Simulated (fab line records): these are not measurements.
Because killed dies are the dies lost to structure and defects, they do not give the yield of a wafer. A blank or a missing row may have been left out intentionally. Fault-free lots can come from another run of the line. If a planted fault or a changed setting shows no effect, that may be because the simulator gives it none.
Matching of chambers / flow n5Finfet / N5_SDB_CUT_ETCH_26 on rieSi-06: 3 sister chambers
The step etches Si in HBr/Cl2/O2, target depth 129.6 nm, bt time 20 s, time 51.8 s. 14 wafers are shown with their chamber, then 6 later ones without.

EACH WAFER AND ITS CHAMBER
wafer=L074.1; chamber=3; oes_o_777_au (a.u.)=0.95; drypumpMotorCurrentA (A)=5.3; oesProductAu (a.u.)=1.004
wafer=L074.2; chamber=2; oes_o_777_au (a.u.)=1.09; drypumpMotorCurrentA (A)=5.1; oesProductAu (a.u.)=0.996
wafer=L074.6; chamber=2; oes_o_777_au (a.u.)=1.09; drypumpMotorCurrentA (A)=5.1; oesProductAu (a.u.)=0.998
wafer=L078.3; chamber=3; oes_o_777_au (a.u.)=0.95; drypumpMotorCurrentA (A)=5.3; oesProductAu (a.u.)=1.005
wafer=L078.4; chamber=1; oes_o_777_au (a.u.)=1.03; drypumpMotorCurrentA (A)=5.3; oesProductAu (a.u.)=0.997
wafer=L078.6; chamber=2; oes_o_777_au (a.u.)=1.08; drypumpMotorCurrentA (A)=5.1; oesProductAu (a.u.)=0.999
wafer=L084.4; chamber=3; oes_o_777_au (a.u.)=0.94; drypumpMotorCurrentA (A)=5.3; oesProductAu (a.u.)=1.002
wafer=L084.5; chamber=2; oes_o_777_au (a.u.)=1.09; drypumpMotorCurrentA (A)=5.1; oesProductAu (a.u.)=0.996
wafer=L084.6; chamber=1; oes_o_777_au (a.u.)=1.04; drypumpMotorCurrentA (A)=5.2; oesProductAu (a.u.)=0.991
wafer=L085.1; chamber=2; oes_o_777_au (a.u.)=1.09; drypumpMotorCurrentA (A)=5.1; oesProductAu (a.u.)=0.998
wafer=L085.2; chamber=3; oes_o_777_au (a.u.)=0.95; drypumpMotorCurrentA (A)=5.3; oesProductAu (a.u.)=1.008
wafer=L085.6; chamber=1; oes_o_777_au (a.u.)=1.04; drypumpMotorCurrentA (A)=5.3; oesProductAu (a.u.)=0.996
wafer=L086.2; chamber=1; oes_o_777_au (a.u.)=1.03; drypumpMotorCurrentA (A)=5.3; oesProductAu (a.u.)=0.993
wafer=L086.3; chamber=2; oes_o_777_au (a.u.)=1.09; drypumpMotorCurrentA (A)=5.0; oesProductAu (a.u.)=1.002

SIGNATURES (means of the wafers above)
reading=oes_o_777_au; chamber 1=1.0350; chamber 2=1.0883; chamber 3=0.9475; scatter within a chamber=0.00485
reading=drypumpMotorCurrentA; chamber 1=5.275; chamber 2=5.083; chamber 3=5.300; scatter within a chamber=0.0379
reading=oesProductAu; chamber 1=0.99425; chamber 2=0.99817; chamber 3=1.00475; scatter within a chamber=0.00246
Rule: distance of a wafer from a chamber = root of the sum over the readings of ((wafer's reading minus chamber's mean) / reading's scatter) squared. If the next closest chamber is less than 2 further off than the closest, the wafer can't be placed; otherwise it belongs to the closest. The scatter: take each reading less its chamber's mean, square it, sum over the shown wafers, divide by the number of wafers less the number of chambers, and take the root.

WAFERS WHOSE CHAMBER IS MISSING
wafer=L086.4; oes_o_777_au (a.u.)=1.08; drypumpMotorCurrentA (A)=5.0; oesProductAu (a.u.)=1.004
wafer=L089.2; oes_o_777_au (a.u.)=1.08; drypumpMotorCurrentA (A)=5.1; oesProductAu (a.u.)=0.999
wafer=L089.4; oes_o_777_au (a.u.)=1.08; drypumpMotorCurrentA (A)=5.1; oesProductAu (a.u.)=0.996
wafer=L089.5; oes_o_777_au (a.u.)=0.94; drypumpMotorCurrentA (A)=5.3; oesProductAu (a.u.)=1.006
wafer=L097.2; oes_o_777_au (a.u.)=0.95; drypumpMotorCurrentA (A)=5.3; oesProductAu (a.u.)=1.005
wafer=L097.6; oes_o_777_au (a.u.)=1.09; drypumpMotorCurrentA (A)=5.0; oesProductAu (a.u.)=1.004

CHAMBER TAKEN BY EACH
wafer=L086.4; from the rows above=2; in truth=2
wafer=L089.2; from the rows above=2; in truth=2
wafer=L089.4; from the rows above=2; in truth=2
wafer=L089.5; from the rows above=3; in truth=3
wafer=L097.2; from the rows above=3; in truth=3
wafer=L097.6; from the rows above=2; in truth=2
Correct placement for 6 of the 6. From these rows, 0 cannot be placed. Number placed wrongly: 0.
